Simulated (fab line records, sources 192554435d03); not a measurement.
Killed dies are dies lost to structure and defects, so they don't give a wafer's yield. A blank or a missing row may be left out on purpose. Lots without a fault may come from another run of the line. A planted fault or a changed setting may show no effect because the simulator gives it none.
fab line records | flow n5_finfet | part 1 of 2: steps 1 to 24 of 32
record lots=5 wafers=15 last_day=19
route steps=1938 shown BEOL_M5@1180 BEOL_M6@1194
lots that met no fault: from a run of the same line without faults
start_h: hours from the record's first day to the start of the lot's first wafer shown | wait_h: hours since the lot's step before | " the same as in the row above | L1.1+2: a row that stands for several wafers | - no value, or no start given | * or withheld: withheld | < > ~ a bound
route shown NAME@n: a module of which the file shows steps, and the number in the route of the first | usual: mean/standard deviation of fault-free wafers | same: alike in all rows | chamber/n: place in a boat | sites: the reading at each site | _std_site: their standard deviation | _edge_site: outer sites' mean less inner sites' | radius_mm: how far each site lies from the wafer's centre | mask NAME#n: copy n | behind: the tool/chamber that last shaped the wafer | hold: why the lot was held/for how many hours/how that ended | device: the transistor (n, p or np) that didn't switch | end of line: the same wafers' tests at the end of the route | a step without rows: its recipe alone | killed: dies lost to structure and defects at the first sort, not the wafer's yield | map: a wafer's dies, x killed, . not, _ none there
set.NAME: the setting as run; set.NAME@STEP: as run at that earlier step | model.NAME: the simulator's own value behind a step, which no gauge read
lots at some steps of the route; a table a step, a row a wafer
services: from which hour (start_h, from the record's first day; less than 0 if before it) a tool's chamber was out of use, for how many hours, and why
## steps
# step N5_BEOL_M5_ANNEAL_84
# recipe temp_c=400 time_s=1800 ambient=vacuum
# usual heater_power_w=813/76
# columns lot.wafer tool chamber start_h wait_h heater_power_w
L074.2 pvd_sputter-01 - 207.38 0.0 710
L074.4 " - " " 831
L074.6 " - " " 713
L075.1 pvd_sputter-02 - 220.56 0.0 931
L075.3 " - " " 739
L075.6 " - " " 911
L077.2 pvd_sputter-02 - 229.05 0.0 785
L077.3 " - " " 924
L077.5 " - " " 721
L083.1 pvd_sputter-02 - 321.57 0.0 734
L083.5 " - " " 922
L083.6 " - " " 780
L090.1 pvd_sputter-02 - 359.87 0.0 936
L090.2 " - " " 869
L090.4 " - " " 731
# step N5_BEOL_M5_SPUTTER_88
# recipe material=Cu target_thk_a=150 temp_c=-20 chamber_pressure_pa=0.07 power_w=withheld time_s=27.62
# usual throttle_valve_pct=29.6/1
# columns lot.wafer tool chamber start_h wait_h throttle_valve_pct
L074.2 pvd_sputter-01 - 208.39 0.5 29.9
L074.4 " - " " 29.5
L074.6 " - " " 31.3
L075.1 pvd_sputter-02 - 221.56 0.5 31.1
L075.3 " - " " 28.6
L075.6 " - " " 31.2
L077.2 pvd_sputter-02 - 230.06 0.5 28.6
L077.3 " - " " 30.9
L077.5 " - " " 28.7
L083.1 pvd_sputter-02 - 322.57 0.5 28.7
L083.5 " - " " 31.0
L083.6 " - " " 28.7
L090.1 pvd_sputter-02 - 360.88 0.5 31.2
L090.2 " - " " 30.2
L090.4 " - " " 28.8
# step N5_BEOL_M5_ANNEAL_89
# recipe temp_c=400 time_s=1800 ambient=vacuum
# usual heater_power_w=812/77
# columns lot.wafer tool chamber start_h wait_h heater_power_w
L074.2 pvd_sputter-01 - 208.47 0.0 704
L074.4 " - " " 835
L074.6 " - " " 707
L075.1 pvd_sputter-02 - 221.64 0.0 919
L075.3 " - " " 711
L075.6 " - " " 931
L077.2 pvd_sputter-02 - 230.14 0.0 788
L077.3 " - " " 927
L077.5 " - " " 718
L083.1 pvd_sputter-02 - 322.65 0.0 720
L083.5 " - " " 912
L083.6 " - " " 794
L090.1 pvd_sputter-02 - 360.96 0.0 938
L090.2 " - " " 863
L090.4 " - " " 731
# step N5_BEOL_M5_SPUTTER_90
# recipe material=Cu target_thk_a=45 temp_c=-20 chamber_pressure_pa=0.07 power_w=withheld time_s=8.29
# usual throttle_valve_pct=29.6/1.1
# columns lot.wafer tool chamber start_h wait_h throttle_valve_pct
L074.2 pvd_sputter-01 - 209.48 0.5 30.1
L074.4 " - " " 29.6
L074.6 " - " " 31.3
L075.1 pvd_sputter-02 - 222.65 0.5 31.0
L075.3 " - " " 28.6
L075.6 " - " " 31.0
L077.2 pvd_sputter-02 - 231.14 0.5 28.7
L077.3 " - " " 31.1
L077.5 " - " " 28.7
L083.1 pvd_sputter-02 - 323.66 0.5 28.8
L083.5 " - " " 31.0
L083.6 " - " " 28.5
L090.1 pvd_sputter-02 - 361.96 0.5 31.1
L090.2 " - " " 29.8
L090.4 " - " " 29.0
# step N5_BEOL_M5_ECD_50
# recipe material=Cu target_thk_a=3000
# columns lot.wafer tool chamber start_h wait_h
L074.2+4+6 ecd_cu-01 1,0,1 209.61 0.1
L075.1+3+6 ecd_cu-01 1 222.77 0.1
L077.2+3+5 ecd_cu-01 0,1,1 231.26 0.1
L083.1+5+6 ecd_cu-01 0,1,0 323.78 0.1
L090.1+2+4 ecd_cu-02 0,1,1 362.08 0.1
# step N5_BEOL_M5_ANNEAL_51
# recipe temp_c=225 time_s=90 ambient=N2
# usual anneal_temp_c=224.99/0.16 wafer_temp_C_max=226.14/0.26
# columns lot.wafer tool chamber start_h wait_h anneal_temp_c wafer_temp_C_max
L074.2 rtp_anneal-02 0 209.74 0.1 225.11 225.85
L074.4 " 0 " " 225.17 225.97
L074.6 " 0 " " 225.15 226.38
L075.1 rtp_anneal-01 0 222.85 0.1 224.82 226.07
L075.3 " 0 " " 224.98 225.88
L075.6 " 0 " " 224.92 226.06
L077.2 rtp_anneal-01 0 231.39 0.1 224.90 226.74
L077.3 " 0 " " 225.08 226.22
L077.5 " 0 " " 224.79 226.27
L083.1 rtp_anneal-01 0 323.86 0.1 224.93 225.90
L083.5 " 0 " " 224.89 226.08
L083.6 " 0 " " 224.82 226.26
L090.1 rtp_anneal-02 0 362.34 0.2 224.91 226.23
L090.2 " 0 " " 224.60 226.39
L090.4 " 0 " " 225.00 226.23
# step N5_BEOL_M5_CMP_52
# recipe stop_on=SiCOH_lowk t_overpolish_s=6.9 down_force_psi=1 platen_rpm=50 clearing_platen_down_force_psi=1.5 clearing_platen_rpm=50 post_cmp_clean=cu_alkaline target_thk_nm=62 clearing_platen_pad_velocity_m_s=0.99484 pad_velocity_m_s=0.99484
# usual barrier_field_endpoint_s=24.7/0.66 edge_zone_pressure_frac=1.000/0.0052 motor_current_A=6.2/0.73 overpolish_run_s=6.900/0.0089 platen_rpm=50.00/0.035 time_to_endpoint_s=63/3
# columns lot.wafer tool chamber start_h wait_h barrier_field_endpoint_s edge_zone_pressure_frac motor_current_A overpolish_run_s platen_rpm time_to_endpoint_s
L074.4 cmp-02 0 209.99 0.1 25.0 1.000 5.9 6.907 50.03 63
L074.2 " 3 " " 24.5 0.998 5.2 6.895 50.03 63
L074.6 " 1 " " 25.4 0.991 6.3 6.906 50.04 66
L075.1 cmp-04 3 223.15 0.3 24.3 0.998 6.7 6.902 50.05 61
L075.3 " 2 " " 23.1 1.010 5.9 6.895 50.06 54
L075.6 " 3 " " 24.2 0.997 7.0 6.896 49.95 60
L077.3 cmp-04 0 231.68 0.2 24.6 1.005 5.7 6.904 50.02 61
L077.2 " 2 " " 24.2 1.001 6.1 6.899 50.08 61
L077.5 " 0 " " 25.0 1.001 5.9 6.907 49.95 63
L083.1 cmp-02 2 324.20 0.3 24.1 1.003 6.5 6.907 50.03 60
L083.5 " 1 " " 24.8 0.999 6.2 6.905 49.99 61
L083.6 " 2 " " 24.7 1.002 7.0 6.888 49.99 63
L090.2 cmp-01 0 362.63 0.2 24.8 0.997 6.2 6.909 49.95 65
L090.1 " 1 " " 24.9 0.993 4.6 6.905 50.05 67
L090.4 " 2 " " 25.2 1.003 7.2 6.909 49.98 66
# step N5_BEOL_M5_THK_MEAS_53
# recipe thk_meas_gauge=xrf reads=Cu_of_BEOL_M5_ECD_50
# usual M5_THK=61.4/1.3
# columns lot.wafer tool chamber start_h wait_h M5_THK[nm]
L074.2 film_metro-02 - 210.29 - 62.3
L074.4 " - " " 61.7
L074.6 " - " " 63.2
L075.1 film_metro-02 - 223.44 - 62.4
L075.3 " - " " 60.1
L075.6 " - " " 61.0
L077.2 film_metro-01 - 231.94 - 60.9
L077.3 " - " " 61.6
L077.5 " - " " 62.1
L083.1 film_metro-02 - 324.45 - 58.9
L083.5 " - " " 58.6
L083.6 " - " " 61.4
L090.1 film_metro-02 - 362.93 - 63.1
L090.2 " - " " 61.2
L090.4 " - " " 62.4
# step N5_BEOL_M5_PRE_CLEAN_77
# recipe gas=NH3/H2 time_s=15 temp_c=* rf_power_w=300
# usual heater_power_w=93/19
# columns lot.wafer tool chamber start_h wait_h heater_power_w
L074.2 cvd_co-01 2 210.32 0.0 91
L074.4 " 2 " " 92
L074.6 " 0 " " 101
L075.1 cvd_co-02 1 223.51 0.1 75
L075.3 " 1 " " 74
L075.6 " 1 " " 74
L077.2 cvd_co-02 2 231.98 0.0 118
L077.3 " 0 " " 111
L077.5 " 2 " " 117
L083.1 cvd_co-01 1 324.69 0.2 70
L083.5 " 0 " " 100
L083.6 " 2 " " 91
L090.1 cvd_co-02 1 362.97 0.0 75
L090.2 " 2 " " 118
L090.4 " 1 " " 77
# step N5_BEOL_M5_CO_CAP_78
# recipe material=Co target_thk_a=20 temp_c=200 precursor=CCTBA/H2 pressure_torr=30 time_s=102.1
# usual heater_power_w=247/23
# columns lot.wafer tool chamber start_h wait_h heater_power_w
L074.2 cvd_co-01 2 210.36 0.0 246
L074.4 " 2 " " 249
L074.6 " 0 " " 250
L075.1 cvd_co-02 1 223.57 0.0 228
L075.3 " 1 " " 228
L075.6 " 1 " " 222
L077.2 cvd_co-02 2 232.02 0.0 280
L077.3 " 0 " " 268
L077.5 " 2 " " 277
L083.1 cvd_co-01 1 324.73 0.0 222
L083.5 " 0 " " 257
L083.6 " 2 " " 245
L090.1 cvd_co-02 1 363.01 0.0 227
L090.2 " 2 " " 269
L090.4 " 1 " " 226
# step N5_BEOL_M5_PRE_CLEAN_55
# recipe gas=NH3 time_s=15 temp_c=withheld rf_power_w=300
# columns lot.wafer tool chamber start_h wait_h
L074.2+4+6 pecvd-01 0,1,2 210.45 0.1
L075.1+3+6 pecvd-02 2,1,0 223.70 0.1
L077.2+3+5 pecvd-03 1,0,1 232.11 0.1
L083.1+5+6 pecvd-03 0,2,1 324.82 0.1
L090.1+2+4 pecvd-02 0,2,0 363.10 0.1
# step N5_BEOL_M5_DEP_56
# recipe material=SiCN target_thk_a=80 temp_c=withheld precursor=3MS/NH3 pressure_torr=3 rf_w=202 time_s=14
# usual showerhead_plenum_p_Torr=3.663/0.01 throttle_valve_pct=9.0/0.41
# columns lot.wafer tool chamber start_h wait_h showerhead_plenum_p_Torr throttle_valve_pct
L074.2 pecvd-01 0 210.48 0.0 3.660 9.5
L074.4 " 1 " " 3.670 8.7
L074.6 " 2 " " 3.664 8.2
L075.1 pecvd-02 2 223.72 0.0 3.647 8.8
L075.3 " 1 " " 3.660 8.7
L075.6 " 0 " " 3.674 9.2
L077.2 pecvd-03 1 232.15 0.0 3.642 9.2
L077.3 " 0 " " 3.666 9.2
L077.5 " 1 " " 3.641 9.5
L083.1 pecvd-03 0 324.84 0.0 3.665 9.5
L083.5 " 2 " " 3.655 8.4
L083.6 " 1 " " 3.639 9.4
L090.1 pecvd-02 0 363.12 0.0 3.670 9.1
L090.2 " 2 " " 3.656 9.0
L090.4 " 0 " " 3.666 9.3
# step N5_BEOL_M5_RS_MEAS_57
# recipe thk_meas_gauge=four-point-probe reads=Co_of_BEOL_M5_CO_CAP_78+Cu_of_BEOL_M5_ECD_50+Co_of_BEOL_M5_CVD_47+TaN_of_BEOL_M5_ALD_86
# usual M5_RS=0.384/0.0089
# columns lot.wafer tool chamber start_h wait_h M5_RS[ohm/sq]
L074.2 film_metro-02 - 210.55 0.1 0.380
L074.4 " - " " 0.388
L074.6 " - " " 0.372
L075.1 film_metro-01 - 223.79 0.0 0.377
L075.3 " - " " 0.394
L075.6 " - " " 0.388
L077.2 film_metro-01 - 232.23 0.1 0.389
L077.3 " - " " 0.384
L077.5 " - " " 0.381
L083.1 film_metro-02 - 324.91 0.0 0.399
L083.5 " - " " 0.404
L083.6 " - " " 0.382
L090.1 film_metro-02 - 363.19 0.0 0.375
L090.2 " - " " 0.388
L090.4 " - " " 0.379
# step N5_BEOL_M5_INSPECT_58
# recipe inspect_instrument=darkfield mode=post_dep
# usual raw_defect_count=70/24
# columns lot.wafer tool chamber start_h wait_h raw_defect_count
L074.2 defect_inspect-02 - 210.57 0.0 65
L074.4 " - " " 60
L074.6 " - " " 43
L075.1 defect_inspect-02 - 223.82 0.0 58
L075.3 " - " " 54
L075.6 " - " " 76
L077.2 defect_inspect-02 - 232.26 0.0 101
L077.3 " - " " 73
L077.5 " - " " 136
L083.1 defect_inspect-02 - 324.93 0.0 33
L083.5 " - " " 73
L083.6 " - " " 59
L090.1 defect_inspect-01 - 363.21 0.0 50
L090.2 " - " " 64
L090.4 " - " " 77
# step N5_BEOL_M6_ILD_DEP_00
# recipe material=SiCOH_lowk target_thk_a=1797.5 temp_c=300 precursor=DEMS/porogen pressure_torr=5 rf_w=500 time_s=33.4
# usual heater_power_w=279/42 showerhead_plenum_p_Torr=5.736/0.015 throttle_valve_pct=13.9/0.58
# columns lot.wafer tool chamber start_h wait_h heater_power_w showerhead_plenum_p_Torr throttle_valve_pct
L074.2 pecvd-03 0 210.61 0.0 342 5.731 14.3
L074.4 " 0 " " 347 5.735 14.3
L074.6 " 1 " " 336 5.708 14.5
L075.1 pecvd-01 0 223.85 0.0 316 5.726 15.2
L075.3 " 2 " " 358 5.744 12.6
L075.6 " 2 " " 368 5.731 12.9
L077.2 pecvd-04 1 232.29 0.0 232 5.754 13.2
L077.3 " 0 " " 281 5.721 14.4
L077.5 " 0 " " 278 5.716 14.1
L083.1 pecvd-01 2 324.97 0.0 345 5.750 13.2
L083.5 " 0 " " 279 5.733 15.2
L083.6 " 1 " " 325 5.761 13.6
L090.1 pecvd-04 0 363.25 0.0 288 5.736 14.3
L090.2 " 1 " " 260 5.747 13.5
L090.4 " 1 " " 267 5.758 13.5
# step N5_BEOL_M6_CURE_74
# recipe temp_c=385 time_s=240 ambient=He/Ar material=SiCOH_lowk
# usual lamp_power_pct=52.31/0.055 wafer_temp_C_max=386.6/0.57
# columns lot.wafer tool chamber start_h wait_h lamp_power_pct wafer_temp_C_max
L074.2 uv_cure-03 2 210.77 0.1 52.26 386.6
L074.4 " 2 " " 52.27 386.2
L074.6 " 2 " " 52.28 386.1
L075.1 uv_cure-02 2 223.92 0.0 52.36 385.8
L075.3 " 2 " " 52.24 386.1
L075.6 " 2 " " 52.25 386.1
L077.2 uv_cure-02 1 232.52 0.2 52.39 386.8
L077.3 " 1 " " 52.31 387.2
L077.5 " 1 " " 52.38 386.8
L083.1 uv_cure-03 2 325.04 0.0 52.30 386.3
L083.5 " 2 " " 52.25 385.8
L083.6 " 2 " " 52.35 386.2
L090.1 uv_cure-03 0 363.32 0.0 52.22 386.4
L090.2 " 0 " " 52.37 386.6
L090.4 " 0 " " 52.28 386.8
# step N5_BEOL_M6_THK_MEAS_01
# recipe reads=SiCOH_lowk_of_BEOL_M6_ILD_DEP_00
# usual M6_ILD_THK=154.9/1.9
# columns lot.wafer tool chamber start_h wait_h M6_ILD_THK[nm]
L074.2 film_metro-02 - 211.21 0.4 152.3
L074.4 " - " " 154.0
L074.6 " - " " 152.8
L075.1 film_metro-01 - 224.91 0.8 153.1
L075.3 " - " " 153.8
L075.6 " - " " 156.1
L077.2 film_metro-02 - 233.35 0.7 154.5
L077.3 " - " " 150.9
L077.5 " - " " 153.6
L083.1 film_metro-02 - 325.55 0.4 154.5
L083.5 " - " " 156.4
L083.6 " - " " 157.3
L090.1 film_metro-02 - 363.83 0.4 155.3
L090.2 " - " " 154.2
L090.4 " - " " 159.2
# step N5_BEOL_M6_PECVD_70
# recipe material=SiO2 target_thk_a=200 temp_c=400 precursor=TEOS/O2 pressure_torr=5.5 rf_w=450 teos_flow_sccm=53.8 gas=O2 flow_sccm=3000 time_s=22.7
# usual heater_power_w=685/68 showerhead_plenum_p_Torr=8.76/0.055 throttle_valve_pct=22.4/0.94
# columns lot.wafer tool chamber start_h wait_h heater_power_w showerhead_plenum_p_Torr throttle_valve_pct
L074.2 pecvd-01 2 211.24 0.0 767 8.80 20.7
L074.4 " 0 " " 675 8.73 23.9
L074.6 " 1 " " 775 8.84 22.7
L075.1 pecvd-04 2 224.95 0.0 643 8.75 22.1
L075.3 " 1 " " 593 8.82 21.7
L075.6 " 0 " " 719 8.73 22.9
L077.2 pecvd-04 1 233.39 0.0 622 8.84 21.7
L077.3 " 2 " " 620 8.73 22.5
L077.5 " 0 " " 640 8.71 22.9
L083.1 pecvd-03 0 325.59 0.0 732 8.77 23.2
L083.5 " 2 " " 642 8.75 21.1
L083.6 " 0 " " 727 8.81 23.0
L090.1 pecvd-04 1 363.87 0.0 590 8.83 21.4
L090.2 " 2 " " 616 8.73 22.8
L090.4 " 1 " " 593 8.83 21.6
# step N5_BEOL_M6_HM_DEP_02
# recipe material=TiN target_thk_a=200 temp_c=25 chamber_pressure_pa=0.49996
# usual throttle_valve_pct=29.5/1
# columns lot.wafer tool chamber start_h wait_h throttle_valve_pct
L074.2 pvd_sputter-02 - 211.30 0.0 28.8
L074.4 " - " " 30.2
L074.6 " - " " 28.7
L075.1 pvd_sputter-02 - 225.20 0.2 28.6
L075.3 " - " " 30.0
L075.6 " - " " 30.3
L077.2 pvd_sputter-01 - 233.72 0.3 30.2
L077.3 " - " " 31.2
L077.5 " - " " 29.4
L083.1 pvd_sputter-02 - 326.27 0.7 28.8
L083.5 " - " " 28.9
L083.6 " - " " 28.8
L090.1 pvd_sputter-02 - 364.44 0.6 30.6
L090.2 " - " " 28.5
L090.4 " - " " 30.3
# step N5_BEOL_M6_COAT_59
# recipe resist=SOC temp_c=250 time_s=60 spin_rpm=1500 resist_thk_nm=100
# usual resist_line_temp_C=22.96/0.13
# columns lot.wafer tool chamber start_h wait_h resist_line_temp_C
L074.2 litho_track-05 0 211.43 0.1 23.00
L074.4 " 0 " " 22.85
L074.6 " 0 " " 22.90
L075.1 litho_track-05 0 225.33 0.1 22.94
L075.3 " 0 " " 22.96
L075.6 " 0 " " 23.10
L077.2 litho_track-03 0 233.84 0.1 22.96
L077.3 " 0 " " 23.16
L077.5 " 0 " " 22.81
L083.1 litho_track-05 0 326.39 0.1 22.87
L083.5 " 0 " " 22.91
L083.6 " 0 " " 23.09
L090.1 litho_track-01 0 364.57 0.1 23.14
L090.2 " 0 " " 23.05
L090.4 " 0 " " 22.93
# step N5_BEOL_M6_COAT_60
# recipe resist=SiARC temp_c=220 time_s=60 spin_rpm=1500 resist_thk_nm=35
# usual resist_line_temp_C=23.01/0.11
# columns lot.wafer tool chamber start_h wait_h resist_line_temp_C
L074.2 litho_track-05 0 - - 23.11
L074.4 " 0 " " 22.99
L074.6 " 0 " " 22.97
L075.1 litho_track-05 0 - - 23.00
L075.3 " 0 " " 22.95
L075.6 " 0 " " 23.03
L077.2 litho_track-03 0 - - 23.09
L077.3 " 0 " " 22.91
L077.5 " 0 " " 23.02
L083.1 litho_track-05 0 - - 23.07
L083.5 " 0 " " 23.08
L083.6 " 0 " " 23.19
L090.1 litho_track-01 0 - - 23.11
L090.2 " 0 " " 23.10
L090.4 " 0 " " 23.21
# step N5_BEOL_M6_COAT_05
# recipe resist=CAR-ArF spin_rpm=1500 resist_thk_nm=90
# usual resist_line_temp_C=23.02/0.11
# columns lot.wafer tool chamber start_h wait_h resist_line_temp_C
L074.2 litho_track-05 0 - - 23.19
L074.4 " 0 " " 22.92
L074.6 " 0 " " 23.10
L075.1 litho_track-05 0 - - 23.11
L075.3 " 0 " " 23.12
L075.6 " 0 " " 23.09
L077.2 litho_track-03 0 - - 23.07
L077.3 " 0 " " 22.84
L077.5 " 0 " " 22.85
L083.1 litho_track-05 0 - - 23.12
L083.5 " 0 " " 23.22
L083.6 " 0 " " 22.97
L090.1 litho_track-01 0 - - 23.03
L090.2 " 0 " " 23.03
L090.4 " 0 " " 22.97
# step N5_BEOL_M6_EBR_07
# recipe solvent=PGMEA ebr_width_mm=1.5
# usual resist_line_temp_C=22.99/0.1
# columns lot.wafer tool chamber start_h wait_h resist_line_temp_C
L074.2 litho_track-05 0 - - 22.85
L074.4 " 0 " " 22.82
L074.6 " 0 " " 23.05
L075.1 litho_track-05 0 - - 23.03
L075.3 " 0 " " 23.01
L075.6 " 0 " " 22.92
L077.2 litho_track-03 0 - - 23.14
L077.3 " 0 " " 23.19
L077.5 " 0 " " 22.96
L083.1 litho_track-05 0 - - 22.93
L083.5 " 0 " " 22.91
L083.6 " 0 " " 22.97
L090.1 litho_track-01 0 - - 23.15
L090.2 " 0 " " 23.12
L090.4 " 0 " " 23.06
# step N5_BEOL_M6_SOFTBAKE_06
# recipe temp_c=110 time_s=60 resist=CAR-ArF
# usual resist_line_temp_C=23.00/0.1
# columns lot.wafer tool chamber start_h wait_h resist_line_temp_C
L074.2 litho_track-05 0 - - 23.14
L074.4 " 0 " " 23.06
L074.6 " 0 " " 23.24
L075.1 litho_track-05 0 - - 22.98
L075.3 " 0 " " 23.06
L075.6 " 0 " " 23.06
L077.2 litho_track-03 0 - - 23.05
L077.3 " 0 " " 23.09
L077.5 " 0 " " 23.21
L083.1 litho_track-05 0 - - 23.17
L083.5 " 0 " " 23.01
L083.6 " 0 " " 23.06
L090.1 litho_track-01 0 - - 23.09
L090.2 " 0 " " 23.12
L090.4 " 0 " " 22.97
